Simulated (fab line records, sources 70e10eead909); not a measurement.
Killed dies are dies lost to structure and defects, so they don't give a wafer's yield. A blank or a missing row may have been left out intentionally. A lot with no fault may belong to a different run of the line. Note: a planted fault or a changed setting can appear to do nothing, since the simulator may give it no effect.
Check for tools in common -- flow nand harc -- 12 lots, 36 wafers sampled

== WHAT PROMPTED THE OPENING ==
Flagged at NHARC_A_ONON_D2_THK_MEAS_30: reading thk nm, on 2 of 12 lots. Fault-free wafers read 1005 nm, with a standard deviation of 9.3.
Rule: a lot is flagged when every wafer of it that has a number lies more than 4 standard deviations from that mean, or none has a number. All remaining lots are regarded as sound.

lot,measured,on,"thk nm (nm), wafer by wafer",flag
L919,day 13 14:53,film metro-01,993 995 994,
L921,day 13 19:46,film metro-01,1009 1009 1009,
L923,day 14 21:24,film metro-02,1082 1083 1083,FLAGGED
L924,day 15 15:50,film metro-02,1002 1003 1002,
L925,day 15 15:51,film metro-01,1106 1108 1108,FLAGGED
L932,day 19 07:16,film metro-01,985 986 986,
L934,day 20 04:20,film metro-01,1009 1008 1008,
L935,day 20 09:35,film metro-02,1022 1024 1024,
L936,day 20 09:40,film metro-01,1004 1004 1003,
L937,day 21 02:25,film metro-01,993 994 992,
L938,day 21 12:33,film metro-02,1004 1004 1002,
L941,day 22 06:53,film metro-02,1009 1010 1009,
The mean of the flagged lots' numbers is 1095 nm, +90 nm from the usual (+10 standard deviations).

== WHICH TOOL EACH LOT WENT THROUGH ==
3 process steps preceding the reading are held in the record, out of 1302 steps in the route. Each cell gives the tool, then ch followed by the chambers the sampled wafers passed through, then the start.
lot,flag,NHARC_A_DECK1_JOINT_ETCHBACK_07,NHARC_A_DECK1_JOINT_ETCHBACK_00,NHARC_A_ONON_D2_DEP_28
L919,,"rie si-01 ch 1,2,3, day 11 08:44","rie si-01 ch 1,2,3, day 12 04:26","pecvd onon-03 ch 0, day 13 14:26"
L921,,"rie si-03 ch 2,3, day 11 22:05","rie si-01 ch 0,2,3, day 12 10:49","pecvd onon-03 ch 0, day 13 19:25"
L923,FLAGGED,"rie si-01 ch 1,2,3, day 12 16:07","rie si-06 ch 0,2,3, day 13 06:07","pecvd onon-03 ch 0, day 14 20:57"
L924,,"rie si-06 ch 2,3, day 13 15:29","rie si-06 ch 0,1,3, day 14 02:02","pecvd onon-02 ch 0, day 15 15:30"
L925,FLAGGED,"rie si-03 ch 1,2, day 13 15:31","rie si-03 ch 1,2,3, day 14 02:02","pecvd onon-03 ch 0, day 15 15:24"
L932,,"rie si-03 ch 1,2,3, day 17 10:32","rie si-01 ch 1,2, day 17 21:26","pecvd onon-03 ch 0, day 19 06:45"
L934,,"rie si-06 ch 0,3, day 17 22:37","rie si-03 ch 0,3, day 18 09:17","pecvd onon-04 ch 0, day 20 03:50"
L935,,"rie si-01 ch 1,2,3, day 18 06:17","rie si-01 ch 0,2,3, day 18 16:58","pecvd onon-02 ch 0, day 20 09:04"
L936,,"rie si-03 ch 0,2,3, day 18 06:17","rie si-06 ch 1,2,3, day 18 16:58","pecvd onon-03 ch 0, day 20 09:09"
L937,,"rie si-01 ch 1,2,3, day 18 14:49","rie si-06 ch 1,3, day 19 05:19","pecvd onon-04 ch 0, day 21 01:54"
L938,,"rie si-03 ch 0,1,2, day 19 11:23","rie si-01 ch 0,2,3, day 19 22:04","pecvd onon-03 ch 0, day 21 12:02"
L941,,"rie si-01 ch 0,1,2, day 20 01:36","rie si-03 ch 0,1,2, day 20 12:15","pecvd onon-03 ch 0, day 22 06:26"
These steps, and what they do:
- NHARC_A_DECK1_JOINT_ETCHBACK_07: etches the open film in HBr, target depth 105 nm, time 26.9 s.
- NHARC_A_DECK1_JOINT_ETCHBACK_00: etches the open film in HBr, target depth 30 nm, time 17.4 s.
- NHARC_A_ONON_D2_DEP_28: target thk 1000 nm.
- NHARC_A_ONON_D2_THK_MEAS_30: measures by ellipsometry.

== FLAGGED AGAINST TOTAL, ONE TOOL AT A TIME (gauges that did the reading follow at the end) ==
step,tool,lots run,flagged,share of the flagged lots,sound lots run after its first flagged lot
NHARC_A_DECK1_JOINT_ETCHBACK_07,rie si-01,5,1,some,"3 (L935,L937,L941)"
NHARC_A_DECK1_JOINT_ETCHBACK_07,rie si-03,5,1,some,"3 (L932,L936,L938)"
NHARC_A_DECK1_JOINT_ETCHBACK_07,rie si-06,2,0,none,-
NHARC_A_DECK1_JOINT_ETCHBACK_00,rie si-01,5,0,none,-
NHARC_A_DECK1_JOINT_ETCHBACK_00,rie si-03,3,1,some,"2 (L934,L941)"
NHARC_A_DECK1_JOINT_ETCHBACK_00,rie si-06,4,1,some,"3 (L924,L936,L937)"
NHARC_A_ONON_D2_DEP_28,pecvd onon-02,2,0,none,-
NHARC_A_ONON_D2_DEP_28,pecvd onon-03,8,2,all,"4 (L932,L936,L938,L941)"
NHARC_A_ONON_D2_DEP_28,pecvd onon-04,2,0,none,-
NHARC_A_ONON_D2_THK_MEAS_30,film metro-01,7,1,some,"4 (L932,L934,L936,L937)"
NHARC_A_ONON_D2_THK_MEAS_30,film metro-02,5,1,some,"4 (L924,L935,L938,L941)"

== THE TABLE: WHAT IT ALLOWS ==
Rows of the table that ran each flagged lot: 1, that is pecvd onon-03 at NHARC_A_ONON_D2_DEP_28.
- pecvd onon-03 at NHARC_A_ONON_D2_DEP_28 ran 8 lots, 2 of them flagged. Sound lots ran on it after the first flagged one (L932, L936, L938, L941), which a lasting fault on the whole tool wouldn't allow.
Every row of the table either missed a flagged lot or ran a sound lot after the first.

== WHAT HAD BEEN PUT IN BY THE SIMULATOR ==
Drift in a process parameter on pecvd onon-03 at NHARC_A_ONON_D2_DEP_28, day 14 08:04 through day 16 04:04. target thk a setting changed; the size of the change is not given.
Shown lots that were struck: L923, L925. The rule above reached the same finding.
